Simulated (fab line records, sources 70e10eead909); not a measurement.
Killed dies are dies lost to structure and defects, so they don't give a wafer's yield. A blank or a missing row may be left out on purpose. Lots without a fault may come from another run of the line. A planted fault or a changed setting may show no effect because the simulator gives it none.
Which tool did it? | flow nand_harc | 24 lots, 72 wafers sampled, at 6 steps of a route of 1302

WHAT THE GAUGES READ, wafer by wafer
The record holds no reading of a measuring or inspecting step that can be judged against a usual standard deviation.

WHICH TOOL RAN EACH LOT (tool, then ch and the chambers of the sampled wafers, then the start)
lot  | NHARC_A_STAIRCASE_ETCH_194                    | NHARC_A_STAIRCASE_ETCH_199                    | NHARC_A_STAIRCASE_ETCH_203                    | NHARC_A_STAIRCASE_TRIM_226                    | NHARC_A_STAIRCASE_STRIP_274                   | NHARC_A_STAIRCASE_HM_DEP_459
L074 | rie_diel-07 ch 0,1, day 16 21:22 or earlier   | rie_diel-01 ch 2,3, day 16 21:22 or earlier   | rie_diel-01 ch 1,2, day 16 21:22 or earlier   | rie_diel-07 ch 0,3, day 16 21:22 or earlier   | rie_diel-01 ch 0,1, day 16 21:22 or earlier   | acl_dep-03 ch 0, day 16 21:22
L075 | rie_diel-03 ch 0,1,2, day 17 14:09 or earlier | rie_diel-03 ch 0,1,2, day 17 14:09 or earlier | rie_diel-03 ch 0,1,3, day 17 14:09 or earlier | rie_diel-03 ch 2,3, day 17 14:09 or earlier   | rie_diel-07 ch 0,2,3, day 17 14:09 or earlier | acl_dep-01 ch 0, day 17 14:09
L076 | rie_diel-07 ch 1,3, day 17 20:02 or earlier   | rie_diel-07 ch 0,1,2, day 17 20:02 or earlier | rie_diel-07 ch 0,1,3, day 17 20:02 or earlier | rie_diel-07 ch 2,3, day 17 20:02 or earlier   | rie_diel-03 ch 1,2, day 17 20:02 or earlier   | acl_dep-01 ch 0, day 17 20:02
L077 | rie_diel-03 ch 1,2, day 18 00:10 or earlier   | rie_diel-07 ch 0,1,2, day 18 00:10 or earlier | rie_diel-07 ch 0,1,3, day 18 00:10 or earlier | rie_diel-03 ch 0,1,3, day 18 00:10 or earlier | rie_diel-03 ch 0,2,3, day 18 00:10 or earlier | acl_dep-03 ch 0, day 18 00:10
L079 | rie_diel-07 ch 0,2,3, day 18 07:08 or earlier | rie_diel-01 ch 2,3, day 18 07:08 or earlier   | rie_diel-01 ch 0,1,2, day 18 07:08 or earlier | rie_diel-01 ch 1,3, day 18 07:08 or earlier   | rie_diel-01 ch 2,3, day 18 07:08 or earlier   | acl_dep-03 ch 0, day 18 07:08
L078 | rie_diel-07 ch 0,1,3, day 18 09:43 or earlier | rie_diel-07 ch 0,1,2, day 18 09:43 or earlier | rie_diel-07 ch 0,2,3, day 18 09:43 or earlier | rie_diel-03 ch 1,2,3, day 18 09:43 or earlier | rie_diel-07 ch 1,2,3, day 18 09:43 or earlier | acl_dep-02 ch 0, day 18 09:43
L080 | rie_diel-03 ch 0,1,3, day 18 15:11 or earlier | rie_diel-03 ch 0,1,2, day 18 15:11 or earlier | rie_diel-03 ch 0,1,2, day 18 15:11 or earlier | rie_diel-01 ch 0,1,2, day 18 15:11 or earlier | rie_diel-01 ch 0,2,3, day 18 15:11 or earlier | acl_dep-02 ch 0, day 18 15:11
L082 | rie_diel-07 ch 1,2,3, day 19 15:03 or earlier | rie_diel-07 ch 1,3, day 19 15:03 or earlier   | rie_diel-07 ch 0,1,3, day 19 15:03 or earlier | rie_diel-01 ch 0,1,2, day 19 15:03 or earlier | rie_diel-01 ch 2,3, day 19 15:03 or earlier   | acl_dep-02 ch 0, day 19 15:03
L081 | rie_diel-07 ch 0,3, day 19 15:13 or earlier   | rie_diel-03 ch 0,1,2, day 19 15:13 or earlier | rie_diel-03 ch 0,1, day 19 15:13 or earlier   | rie_diel-01 ch 0,2, day 19 15:13 or earlier   | rie_diel-07 ch 1,2,3, day 19 15:13 or earlier | acl_dep-01 ch 0, day 19 15:13
L084 | rie_diel-01 ch 0,1, day 20 20:56 or earlier   | rie_diel-01 ch 2,3, day 20 20:56 or earlier   | rie_diel-01 ch 1,2,3, day 20 20:56 or earlier | rie_diel-07 ch 0,3, day 20 20:56 or earlier   | rie_diel-01 ch 0,2,3, day 20 20:56 or earlier | acl_dep-01 ch 0, day 20 20:56
L083 | rie_diel-01 ch 0,2,3, day 21 05:50 or earlier | rie_diel-01 ch 0,3, day 21 05:50 or earlier   | rie_diel-01 ch 0,1,2, day 21 05:50 or earlier | rie_diel-07 ch 0,1,2, day 21 05:50 or earlier | rie_diel-03 ch 0,1,3, day 21 05:50 or earlier | acl_dep-02 ch 0, day 21 05:50
L085 | rie_diel-01 ch 1,2,3, day 20 22:45 or earlier | rie_diel-01 ch 0,1, day 20 22:45 or earlier   | rie_diel-01 ch 0,2,3, day 20 22:45 or earlier | rie_diel-03 ch 0,1, day 20 22:45 or earlier   | rie_diel-03 ch 0,2,3, day 20 22:45 or earlier | acl_dep-03 ch 0, day 20 22:45
L086 | rie_diel-01 ch 0,1,2, day 21 18:22 or earlier | rie_diel-01 ch 0,1,2, day 21 18:22 or earlier | rie_diel-01 ch 1,2,3, day 21 18:22 or earlier | rie_diel-01 ch 0,2,3, day 21 18:22 or earlier | rie_diel-07 ch 0,1,2, day 21 18:22 or earlier | acl_dep-01 ch 0, day 21 18:22
L087 | rie_diel-03 ch 0,3, day 22 02:41 or earlier   | rie_diel-03 ch 0,2,3, day 22 02:41 or earlier | rie_diel-03 ch 1,2,3, day 22 02:41 or earlier | rie_diel-03 ch 0,3, day 22 02:41 or earlier   | rie_diel-01 ch 0,1,2, day 22 02:41 or earlier | acl_dep-03 ch 0, day 22 02:41
L088 | rie_diel-07 ch 1,3, day 22 21:12 or earlier   | rie_diel-07 ch 1,2,3, day 22 21:12 or earlier | rie_diel-07 ch 0,3, day 22 21:12 or earlier   | rie_diel-07 ch 0,1,2, day 22 21:12 or earlier | rie_diel-01 ch 0,3, day 22 21:12 or earlier   | acl_dep-02 ch 0, day 22 21:12
L089 | rie_diel-07 ch 0,2,3, day 22 23:28 or earlier | rie_diel-07 ch 0,2,3, day 22 23:28 or earlier | rie_diel-07 ch 1,2,3, day 22 23:28 or earlier | rie_diel-07 ch 1,2,3, day 22 23:28 or earlier | rie_diel-03 ch 0,1,2, day 22 23:28 or earlier | acl_dep-03 ch 0, day 22 23:28
L091 | rie_diel-07 ch 0,2,3, day 23 05:44 or earlier | rie_diel-07 ch 0,1,2, day 23 05:44 or earlier | rie_diel-07 ch 1,2,3, day 23 05:44 or earlier | rie_diel-03 ch 0,1,3, day 23 05:44 or earlier | rie_diel-03 ch 0,1,2, day 23 05:44 or earlier | acl_dep-03 ch 0, day 23 05:44
L090 | rie_diel-03 ch 0,2,3, day 23 10:43 or earlier | rie_diel-03 ch 0,2,3, day 23 10:43 or earlier | rie_diel-03 ch 1,2, day 23 10:43 or earlier   | rie_diel-07 ch 0,1,3, day 23 10:43 or earlier | rie_diel-01 ch 0,1, day 23 10:43 or earlier   | acl_dep-02 ch 0, day 23 10:43
L092 | rie_diel-03 ch 2,3, day 24 04:11 or earlier   | rie_diel-07 ch 2,3, day 24 04:11 or earlier   | rie_diel-07 ch 0,1,2, day 24 04:11 or earlier | rie_diel-03 ch 0,1,2, day 24 04:11 or earlier | rie_diel-03 ch 0,2, day 24 04:11 or earlier   | acl_dep-02 ch 0, day 24 04:11
L094 | rie_diel-01 ch 0,1,3, day 24 11:16 or earlier | rie_diel-03 ch 0,1,3, day 24 11:16 or earlier | rie_diel-03 ch 0,1,3, day 24 11:16 or earlier | rie_diel-01 ch 0,2,3, day 24 11:16 or earlier | rie_diel-03 ch 0,1,3, day 24 11:16 or earlier | acl_dep-01 ch 0, day 24 11:16
L093 | rie_diel-07 ch 1,2,3, day 24 12:34 or earlier | rie_diel-07 ch 1,2, day 24 12:34 or earlier   | rie_diel-07 ch 0,1, day 24 12:34 or earlier   | rie_diel-07 ch 2,3, day 24 12:34 or earlier   | rie_diel-03 ch 0,2,3, day 24 12:34            | acl_dep-02 ch 0, day 24 15:38
L095 | rie_diel-03 ch 0,1, day 25 06:40 or earlier   | rie_diel-03 ch 0,2, day 25 06:40 or earlier   | rie_diel-03 ch 0,1, day 25 06:40 or earlier   | rie_diel-07 ch 0,1, day 25 06:40 or earlier   | rie_diel-07 ch 1,2,3, day 25 06:40 or earlier | acl_dep-03 ch 0, day 25 06:40
L096 | rie_diel-03 ch 0,1, day 25 19:23 or earlier   | rie_diel-03 ch 2,3, day 25 19:23 or earlier   | rie_diel-03 ch 0,2,3, day 25 19:23 or earlier | rie_diel-07 ch 1,3, day 25 19:23 or earlier   | rie_diel-01 ch 0,3, day 25 19:23 or earlier   | acl_dep-03 ch 0, day 25 19:23
L097 | rie_diel-01 ch 0,3, day 25 21:55 or earlier   | rie_diel-01 ch 0,2,3, day 25 21:55 or earlier | rie_diel-01 ch 0,1,3, day 25 21:55 or earlier | rie_diel-07 ch 1,2, day 25 21:55 or earlier   | rie_diel-01 ch 1,2,3, day 25 21:55 or earlier | acl_dep-01 ch 0, day 25 21:55
- NHARC_A_STAIRCASE_ETCH_194: etches the open film in C4F8/O2, target depth 100 nm, time 40.5 s.
- NHARC_A_STAIRCASE_ETCH_199: etches the open film in C4F8/O2, target depth 100 nm, time 40.5 s.
- NHARC_A_STAIRCASE_ETCH_203: etches the open film in C4F8/O2, target depth 100 nm, time 40.5 s.
- NHARC_A_STAIRCASE_TRIM_226: chemistry O2, time 211.2 s.
- NHARC_A_STAIRCASE_STRIP_274: strips in O2.
- NHARC_A_STAIRCASE_HM_DEP_459: deposits aC, target thk 1500 nm.

WHAT THE TOOLS THEMSELVES READ (means of the sampled wafers that have a number; where no wafer has one, the mark that the record gives instead)
NHARC_A_STAIRCASE_ETCH_194.
lot  | tool        | oes_product_au (a.u.) | rf_vpp_V (V)
L074 | rie_diel-07 | 0.929                 | 896
L075 | rie_diel-03 | 0.952                 | 898
L076 | rie_diel-07 | 0.943                 | 899
L077 | rie_diel-03 | 0.936                 | 897
L079 | rie_diel-07 | 0.930                 | 894
L078 | rie_diel-07 | 0.932                 | 897
L080 | rie_diel-03 | 0.943                 | 896
L082 | rie_diel-07 | 0.942                 | 894
L081 | rie_diel-07 | 0.948                 | 897
L084 | rie_diel-01 | 0.927                 | 895
L083 | rie_diel-01 | 0.931                 | 894
L085 | rie_diel-01 | 0.939                 | 894
L086 | rie_diel-01 | 0.944                 | 893
L087 | rie_diel-03 | 0.944                 | 899
L088 | rie_diel-07 | 0.934                 | 898
L089 | rie_diel-07 | 0.952                 | 894
L091 | rie_diel-07 | 0.942                 | 894
L090 | rie_diel-03 | 0.947                 | 900
L092 | rie_diel-03 | 0.947                 | 901
L094 | rie_diel-01 | 0.952                 | 894
L093 | rie_diel-07 | 0.951                 | 893
L095 | rie_diel-03 | 0.953                 | 894
L096 | rie_diel-03 | 0.939                 | 893
L097 | rie_diel-01 | 0.952                 | 895

NHARC_A_STAIRCASE_ETCH_199.
lot  | tool        | oes_product_au (a.u.) | rf_vpp_V (V)
L074 | rie_diel-01 | 0.967                 | 895
L075 | rie_diel-03 | 0.952                 | 897
L076 | rie_diel-07 | 0.941                 | 894
L077 | rie_diel-07 | 0.954                 | 893
L079 | rie_diel-01 | 0.953                 | 893
L078 | rie_diel-07 | 0.935                 | 893
L080 | rie_diel-03 | 0.948                 | 897
L082 | rie_diel-07 | 0.938                 | 896
L081 | rie_diel-03 | 0.962                 | 897
L084 | rie_diel-01 | 0.935                 | 892
L083 | rie_diel-01 | 0.939                 | 897
L085 | rie_diel-01 | 0.940                 | 895
L086 | rie_diel-01 | 0.952                 | 894
L087 | rie_diel-03 | 0.947                 | 900
L088 | rie_diel-07 | 0.931                 | 893
L089 | rie_diel-07 | 0.940                 | 894
L091 | rie_diel-07 | 0.943                 | 891
L090 | rie_diel-03 | 0.946                 | 899
L092 | rie_diel-07 | 0.961                 | 892
L094 | rie_diel-03 | 0.958                 | 895
L093 | rie_diel-07 | 0.948                 | 891
L095 | rie_diel-03 | 0.959                 | 899
L096 | rie_diel-03 | 0.938                 | 902
L097 | rie_diel-01 | 0.950                 | 893

NHARC_A_STAIRCASE_ETCH_203.
lot  | tool        | oes_product_au (a.u.) | rf_vpp_V (V)
L074 | rie_diel-01 | 0.947                 | 893
L075 | rie_diel-03 | 0.948                 | 897
L076 | rie_diel-07 | 0.937                 | 897
L077 | rie_diel-07 | 0.947                 | 896
L079 | rie_diel-01 | 0.952                 | 893
L078 | rie_diel-07 | 0.936                 | 895
L080 | rie_diel-03 | 0.946                 | 897
L082 | rie_diel-07 | 0.947                 | 897
L081 | rie_diel-03 | 0.950                 | 894
L084 | rie_diel-01 | 0.949                 | 893
L083 | rie_diel-01 | 0.947                 | 893
L085 | rie_diel-01 | 0.949                 | 895
L086 | rie_diel-01 | 0.949                 | 893
L087 | rie_diel-03 | 0.936                 | 900
L088 | rie_diel-07 | 0.937                 | 898
L089 | rie_diel-07 | 0.941                 | 894
L091 | rie_diel-07 | 0.942                 | 894
L090 | rie_diel-03 | 0.944                 | 896
L092 | rie_diel-07 | 0.936                 | 892
L094 | rie_diel-03 | 0.942                 | 895
L093 | rie_diel-07 | 0.930                 | 893
L095 | rie_diel-03 | 0.950                 | 894
L096 | rie_diel-03 | 0.949                 | 898
L097 | rie_diel-01 | 0.942                 | 894

NHARC_A_STAIRCASE_TRIM_226.
lot  | tool        | drypump_motor_current_A (A) | oes_product_au (a.u.) | rf_vpp_V (V) | showerhead_plenum_p_Torr (Torr) | throttle_valve_pct (%)
L074 | rie_diel-07 | 5.6                         | 1.009                 | 57.9         | 3.61                            | 17.031
L075 | rie_diel-03 | 6.1                         | 0.998                 | 58.0         | 3.69                            | 17.033
L076 | rie_diel-07 | 5.8                         | 1.008                 | 58.2         | 3.55                            | 17.036
L077 | rie_diel-03 | 6.2                         | 1.004                 | 58.2         | 3.54                            | 17.032
L079 | rie_diel-01 | 6.5                         | 0.995                 | 57.8         | 3.51                            | 17.035
L078 | rie_diel-03 | 6.2                         | 1.000                 | 57.9         | 3.62                            | 17.038
L080 | rie_diel-01 | 6.0                         | 0.987                 | 57.4         | 3.46                            | 17.035
L082 | rie_diel-01 | 6.1                         | 0.997                 | 58.2         | 3.46                            | 17.034
L081 | rie_diel-01 | 5.9                         | 1.002                 | 57.5         | 3.45                            | 17.044
L084 | rie_diel-07 | 5.4                         | 1.011                 | 57.5         | 3.53                            | 17.041
L083 | rie_diel-07 | 5.6                         | 0.996                 | 57.3         | 3.43                            | 17.038
L085 | rie_diel-03 | 6.2                         | 0.989                 | 57.6         | 3.47                            | 17.040
L086 | rie_diel-01 | 6.0                         | 1.000                 | 57.4         | 3.48                            | 17.033
L087 | rie_diel-03 | 6.1                         | 1.004                 | 58.0         | 3.54                            | 17.028
L088 | rie_diel-07 | 5.6                         | 1.011                 | 58.2         | 3.42                            | 17.039
L089 | rie_diel-07 | 5.9                         | 1.003                 | 57.4         | 3.48                            | 17.036
L091 | rie_diel-03 | 6.2                         | 0.998                 | 57.9         | 3.52                            | 17.024
L090 | rie_diel-07 | 5.7                         | 1.002                 | 58.5         | 3.53                            | 17.035
L092 | rie_diel-03 | 6.2                         | 0.989                 | 57.9         | 3.54                            | 17.032
L094 | rie_diel-01 | 6.1                         | 0.996                 | 58.4         | 3.47                            | 17.040
L093 | rie_diel-07 | 5.8                         | 1.009                 | 57.8         | 3.51                            | 17.031
L095 | rie_diel-07 | 5.7                         | 0.990                 | 57.4         | 3.47                            | 17.026
L096 | rie_diel-07 | 6.0                         | 0.992                 | 57.9         | 3.52                            | 17.030
L097 | rie_diel-07 | 5.9                         | 0.992                 | 57.2         | 3.41                            | 17.039

NHARC_A_STAIRCASE_STRIP_274.
lot  | tool        | drypump_motor_current_A (A) | oes_product_au (a.u.) | rf_vpp_V (V) | showerhead_plenum_p_Torr (Torr) | throttle_valve_pct (%)
L074 | rie_diel-01 | 6.0                         | 0.995                 | 57.5         | 3.50                            | 17.043
L075 | rie_diel-07 | 5.6                         | 0.999                 | 57.6         | 3.49                            | 17.034
L076 | rie_diel-03 | 6.1                         | 0.997                 | 58.6         | 3.64                            | 17.030
L077 | rie_diel-03 | 6.1                         | 1.003                 | 57.8         | 3.63                            | 17.028
L079 | rie_diel-01 | 6.2                         | 0.995                 | 58.0         | 3.46                            | 17.035
L078 | rie_diel-07 | 5.8                         | 1.003                 | 57.8         | 3.49                            | 17.029
L080 | rie_diel-01 | 6.1                         | 0.997                 | 58.0         | 3.49                            | 17.048
L082 | rie_diel-01 | 6.2                         | 1.000                 | 58.1         | 3.45                            | 17.039
L081 | rie_diel-07 | 5.9                         | 1.003                 | 57.7         | 3.48                            | 17.031
L084 | rie_diel-01 | 6.1                         | 0.997                 | 57.9         | 3.48                            | 17.042
L083 | rie_diel-03 | 6.2                         | 0.986                 | 58.0         | 3.53                            | 17.037
L085 | rie_diel-03 | 6.1                         | 1.008                 | 57.7         | 3.62                            | 17.035
L086 | rie_diel-07 | 5.7                         | 1.002                 | 56.9         | 3.43                            | 17.042
L087 | rie_diel-01 | 6.1                         | 0.999                 | 57.9         | 3.44                            | 17.043
L088 | rie_diel-01 | 6.0                         | 1.011                 | 58.2         | 3.51                            | 17.032
L089 | rie_diel-03 | 6.1                         | 1.003                 | 58.3         | 3.54                            | 17.046
L091 | rie_diel-03 | 6.1                         | 1.002                 | 57.7         | 3.54                            | 17.036
L090 | rie_diel-01 | 6.0                         | 1.012                 | 57.5         | 3.48                            | 17.036
L092 | rie_diel-03 | 6.0                         | 1.010                 | 57.1         | 3.55                            | 17.034
L094 | rie_diel-03 | 6.2                         | 0.993                 | 57.9         | 3.52                            | 17.028
L093 | rie_diel-03 | 6.1                         | 1.004                 | 58.1         | 3.60                            | 17.044
L095 | rie_diel-07 | 5.9                         | 0.994                 | 57.4         | 3.46                            | 17.031
L096 | rie_diel-01 | 6.2                         | 0.997                 | 58.1         | 3.50                            | 17.030
L097 | rie_diel-01 | 6.3                         | 1.008                 | 58.1         | 3.43                            | 17.034

NHARC_A_STAIRCASE_HM_DEP_459.
lot  | tool       | throttle_valve_pct (%)
L074 | acl_dep-03 | 34.991
L075 | acl_dep-01 | 34.996
L076 | acl_dep-01 | 35.000
L077 | acl_dep-03 | 35.006
L079 | acl_dep-03 | 35.006
L078 | acl_dep-02 | 35.005
L080 | acl_dep-02 | 35.001
L082 | acl_dep-02 | 34.997
L081 | acl_dep-01 | 35.000
L084 | acl_dep-01 | 34.992
L083 | acl_dep-02 | 35.014
L085 | acl_dep-03 | 35.001
L086 | acl_dep-01 | 35.002
L087 | acl_dep-03 | 35.006
L088 | acl_dep-02 | 34.995
L089 | acl_dep-03 | 35.002
L091 | acl_dep-03 | 35.006
L090 | acl_dep-02 | 34.998
L092 | acl_dep-02 | 34.999
L094 | acl_dep-01 | 35.008
L093 | acl_dep-02 | 34.993
L095 | acl_dep-03 | 35.010
L096 | acl_dep-03 | 35.000
L097 | acl_dep-01 | 35.000

THE ANSWER, worked out from the rows above alone
Rule: what is usual is taken from the lots themselves. Put in order of their means at a reading, lots are off if they are a third of the lots or fewer, leave a main group of 4 or more, and stand apart from it by a gap of 3 or more times the standard deviation of the main group's means; of several such gaps the widest counts. A main group whose means are all the same, to the digits that the tables above print for the reading, isn't used. A lot without any number at a reading at which 4 lots or more have one is off too. The other lots that the step has rows for count as sound. The gauges are gone through in route order, then the tools' own readings, and for those a lot's mean is taken as printed above. The first step at which some lot is off is used, and at that step the reading that is off furthest; a lot without a number counts as furthest.
No lot is off at any reading shown: from this, nothing can be told.

WHAT THE SIMULATOR HAD PUT IN
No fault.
